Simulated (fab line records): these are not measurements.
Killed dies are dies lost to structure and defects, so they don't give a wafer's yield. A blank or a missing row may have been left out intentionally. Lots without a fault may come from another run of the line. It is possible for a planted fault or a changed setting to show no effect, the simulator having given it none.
What tool caused it?	flow n5_finfet	10 lots with 30 wafers sampled at 5 steps, on a route of 1938 steps

== WHAT EACH GAUGE READ, for each wafer ==
N5_BEOL_M4_RC_MEAS_101. Usual: DIBL_N 36.3 mV/V, standard deviation 1.2; DIBL_P 36.3 mV/V, standard deviation 1.4; IOFF_N 0.157 nA/um, standard deviation 0.02; IOFF_P 0.22 nA/um, standard deviation 0.033; ION_N 675 uA/um, standard deviation 9.6; ION_P 465 uA/um, standard deviation 8.2; SS_N 71.4 mV/dec, standard deviation 0.45; SS_P 73.3 mV/dec, standard deviation 0.54; VT_N 249.8 mV, standard deviation 2.5; VT_P -249 mV, standard deviation 3.2.
lot	measured	on	DIBL_N (mV/V)	DIBL_P (mV/V)	IOFF_N (nA/um)	IOFF_P (nA/um)	ION_N (uA/um)	ION_P (uA/um)	SS_N (mV/dec)	SS_P (mV/dec)	VT_N (mV)	VT_P (mV)	flag
L913	day 8 02:21	prober-01	37.2 36.6 35.3	38.5 37.3 36.4	0.169 0.150 0.137	0.23 0.21 0.20	681 676 661	466 467 457	71.4 71.6 71.5	72.8 72.7 73.0	246.2 249.8 251.9	-249 -251 -252	
L916	day 9 23:38	prober-01	36.5 37.5 36.6	35.2 37.4 34.6	0.145 0.176 0.138	0.20 0.24 0.19	677 690 674	465 477 460	71.7 71.7 71.2	73.1 73.4 73.4	253.5 246.0 252.7	-251 -247 -251	
L918	day 10 15:31	prober-02	37.3 37.8 36.0	37.8 38.3 35.7	0.178 0.186 0.139	0.22 0.24 0.19	683 679 670	471 472 463	72.2 72.5 71.3	72.9 73.4 72.7	244.7 248.3 251.5	-250 -250 -252	
L922	day 10 16:16	prober-01	34.2 34.5 35.3	35.7 36.1 37.5	0.151 0.159 0.177	0.23 0.23 0.26	686 670 692	468 470 475	71.2 71.8 71.6	72.6 72.4 72.8	248.1 245.6 247.1	-247 -248 -246	
L926	day 11 12:14	prober-01	34.5 34.2 33.8	34.8 34.3 34.0	0.155 0.146 0.141	0.19 0.18 0.17	679 681 670	468 459 459	71.6 70.7 71.5	73.8 72.8 72.9	249.4 247.7 248.8	-252 -255 -256	
L927	day 12 12:53	prober-02	37.1 36.4 34.7	37.0 36.4 34.0	0.156 0.154 0.120	0.22 0.21 0.18	666 671 660	459 457 453	71.4 72.1 70.6	74.0 73.0 73.4	250.1 252.0 254.0	-249 -251 -253	
L930	day 13 11:38	prober-02	35.0 35.3 34.5	35.0 35.0 33.3	0.143 0.149 0.137	0.25 0.23 0.21	674 677 687	464 472 473	72.2 71.7 71.4	73.6 73.6 73.2	251.8 252.1 250.9	-248 -247 -248	
L932	day 13 12:34	prober-02	35.0 35.4 34.6	35.5 36.4 35.6	0.126 0.127 0.115	0.18 0.19 0.18	653 661 658	459 460 459	70.5 71.3 70.8	72.8 73.2 73.1	254.0 254.7 254.7	-251 -251 -252	
L933	day 13 20:59	prober-02	38.3 37.7 38.1	38.4 38.6 38.6	0.206 0.195 0.199	0.26 0.26 0.26	675 675 692	463 467 474	72.1 72.2 71.5	74.6 73.5 73.9	247.8 247.5 244.4	-247 -249 -245	
L934	day 14 03:20	prober-02	37.2 37.1 35.9	37.3 36.7 34.6	0.186 0.174 0.154	0.26 0.25 0.22	691 683 689	481 473 474	71.4 71.6 70.7	74.0 74.1 73.9	247.1 249.6 253.2	-246 -247 -250	

== WHAT TOOL EACH LOT RAN ON (gives the tool, then ch and the chambers of the sampled wafers, and finally the start) ==
lot	N5_BEOL_M4_ALD_84	N5_BEOL_M4_SURFACE_TREAT_85	N5_BEOL_M4_ANNEAL_82	N5_BEOL_M4_ANNEAL_87
L913	ald_metal-04 ch 0,2,3, day 7 22:54	pvd_sputter-01, day 7 23:12	pvd_sputter-01, day 7 23:56	pvd_sputter-01, day 8 00:10
L916	ald_metal-03 ch 0,1,3, day 9 19:43	pvd_sputter-01, day 9 20:05	pvd_sputter-01, day 9 21:07	pvd_sputter-01, day 9 21:20
L918	ald_metal-04 ch 0,3, day 10 11:50	pvd_sputter-02, day 10 12:08	pvd_sputter-03, day 10 13:01	pvd_sputter-03, day 10 13:14
L922	ald_metal-02 ch 1,3, day 10 11:57	pvd_sputter-03, day 10 12:17	pvd_sputter-02, day 10 13:08	pvd_sputter-02, day 10 13:21
L926	ald_metal-02 ch 1,2, day 11 07:46	pvd_sputter-02, day 11 08:04	pvd_sputter-03, day 11 09:28	pvd_sputter-03, day 11 09:41
L927	ald_metal-04 ch 0,1,3, day 12 08:57	pvd_sputter-01, day 12 09:16	pvd_sputter-01, day 12 10:05	pvd_sputter-01, day 12 10:19
L930	ald_metal-03 ch 2,3, day 13 08:17	pvd_sputter-01, day 13 08:34	pvd_sputter-01, day 13 09:18	pvd_sputter-01, day 13 09:31
L932	ald_metal-02 ch 0,3, day 13 08:49	pvd_sputter-03, day 13 09:16	pvd_sputter-03, day 13 10:04	pvd_sputter-03, day 13 10:17
L933	ald_metal-02 ch 0,1, day 13 17:25	pvd_sputter-01, day 13 17:42	pvd_sputter-03, day 13 18:38	pvd_sputter-03, day 13 18:52
L934	ald_metal-03 ch 1,2, day 13 23:18	pvd_sputter-03, day 13 23:40	pvd_sputter-03, day 14 00:40	pvd_sputter-03, day 14 00:53
- N5_BEOL_M4_ALD_84: deposits TaN, pulse time 2 s, purge time 3 s, co reactant purge time 2 s.
- N5_BEOL_M4_SURFACE_TREAT_85
- N5_BEOL_M4_ANNEAL_82: time 240 s.
- N5_BEOL_M4_ANNEAL_87: time 240 s.

== AS READ BY THE TOOLS THEMSELVES (means over the sampled wafers that have a number; for cases with no such wafer, the mark the record gives instead) ==
N5_BEOL_M4_ALD_84. Usual: heater_power_w 410 W, standard deviation 43; precursor_vessel_pressure_torr 26.25 Torr, standard deviation 0.046.
lot	tool	heater_power_w (W)	precursor_vessel_pressure_torr (Torr)	flag
L913	ald_metal-04	414	26.27	
L916	ald_metal-03	412	26.20	
L918	ald_metal-04	373	26.24	
L922	ald_metal-02	408	26.27	
L926	ald_metal-02	397	26.24	
L927	ald_metal-04	401	26.26	
L930	ald_metal-03	427	26.25	
L932	ald_metal-02	394	26.31	
L933	ald_metal-02	361	26.27	
L934	ald_metal-03	433	26.26	

N5_BEOL_M4_ANNEAL_82. Usual: heater_power_w 783 W, standard deviation 68; susceptor_temp_C 399.98 C, standard deviation 0.25.
lot	tool	heater_power_w (W)	susceptor_temp_C (C)	flag
L913	pvd_sputter-01	669	400.37	
L916	pvd_sputter-01	715	399.72	
L918	pvd_sputter-03	810	400.14	
L922	pvd_sputter-02	774	399.95	
L926	pvd_sputter-03	752	400.19	
L927	pvd_sputter-01	711	399.97	
L930	pvd_sputter-01	722	399.88	
L932	pvd_sputter-03	833	399.95	
L933	pvd_sputter-03	777	399.72	
L934	pvd_sputter-03	791	400.27	

N5_BEOL_M4_ANNEAL_87. Usual: heater_power_w 782 W, standard deviation 68; susceptor_temp_C 400.02 C, standard deviation 0.21.
lot	tool	heater_power_w (W)	susceptor_temp_C (C)	flag
L913	pvd_sputter-01	666	400.03	
L916	pvd_sputter-01	-	-	OFF
L918	pvd_sputter-03	-	-	OFF
L922	pvd_sputter-02	-	-	OFF
L926	pvd_sputter-03	745	399.88	
L927	pvd_sputter-01	698	399.93	
L930	pvd_sputter-01	727	400.09	
L932	pvd_sputter-03	830	399.92	
L933	pvd_sputter-03	786	400.18	
L934	pvd_sputter-03	788	400.23	

== THE ANSWER, worked out from the rows above alone ==
Rule: take the mean of a lot's wafers that have a number; if it is more than 3 standard deviations from the usual mean, the lot is off. Also off: a lot with no number at a reading for which 4 or more lots have one. Any other lot the step has rows for is counted as sound. First the gauges in route order, then the tools' own readings, where a lot's mean is used as printed above. The first step at which some lot is off is used, and at that step the reading that is off furthest; a lot without a number counts as furthest.
Off: L916, L918, L922 (N5_BEOL_M4_ANNEAL_87, heater_power_w). Without a number there: L916, L918, L922.
If a tool, at that step or one of the process steps before it, ran each lot that is off and ran no sound lot following the first of them, it fits. No candidate that was tried fits.

== WHAT HAD BEEN PUT IN BY THE SIMULATOR ==
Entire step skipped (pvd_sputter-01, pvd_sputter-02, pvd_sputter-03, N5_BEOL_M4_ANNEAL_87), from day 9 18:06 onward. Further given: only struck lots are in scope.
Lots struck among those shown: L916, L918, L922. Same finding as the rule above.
